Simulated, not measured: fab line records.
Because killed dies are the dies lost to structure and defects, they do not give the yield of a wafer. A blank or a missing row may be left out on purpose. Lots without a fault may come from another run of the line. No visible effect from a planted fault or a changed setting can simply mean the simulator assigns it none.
Matching of chambers ; flow nand_harc ; NHARC_P_BONDPAD_CMP_32 on cmp-01: 4 sister chambers
The step polishes SiCN, target thk 200 nm. 8 wafers are shown with their chamber, then 7 later ones without.

## EACH WAFER AND ITS CHAMBER
wafer;chamber;motor_current_A (A);edge_zone_pressure_frac
L081.1;3;13.2;1.002
L084.1;2;11.3;0.995
L084.6;1;12.6;1.000
L085.1;1;13.6;1.004
L085.2;3;14.6;1.004
L085.5;0;12.4;1.000
L086.1;0;12.7;0.991
L086.2;2;10.4;0.990

## WAFERS WHOSE CHAMBER IS MISSING
wafer;motor_current_A (A);edge_zone_pressure_frac
L086.5;11.6;0.998
L092.1;12.6;0.994
L092.4;13.3;1.002
L092.6;12.4;0.995
L097.3;10.9;0.993
L097.4;12.5;0.998
L097.6;13.3;0.990

## WHICH CHAMBER EACH ONE RAN IN
wafer;from the rows above;in truth
L086.5;can't be placed: 0 or 2 or 1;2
L092.1;can't be placed: 0 or 1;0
L092.4;can't be placed: 1 or 3 or 0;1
L092.6;can't be placed: 0 or 1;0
L097.3;2;2
L097.4;can't be placed: 0 or 1 or 3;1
L097.6;can't be placed: 0 or 1 or 3 or 2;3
Correct placement for 1 of the 7. From these rows, 6 cannot be placed; in 6 the true chamber is one of the candidates. Placed wrongly: 0.
How it was worked out, from the rows above alone: a wafer's distance from a chamber is the root of the sum, over the readings, of the square of ((its reading less the chamber's mean) divided by the reading's scatter). The wafer belongs to the nearest chamber; if the next one is less than 2 further off, it can't be placed. For every chamber, the mean is computed from those of its wafers that are shown. The scatter: take each reading less its chamber's mean, square it, sum over the shown wafers, divide by the number of wafers less the number of chambers, and take the root.
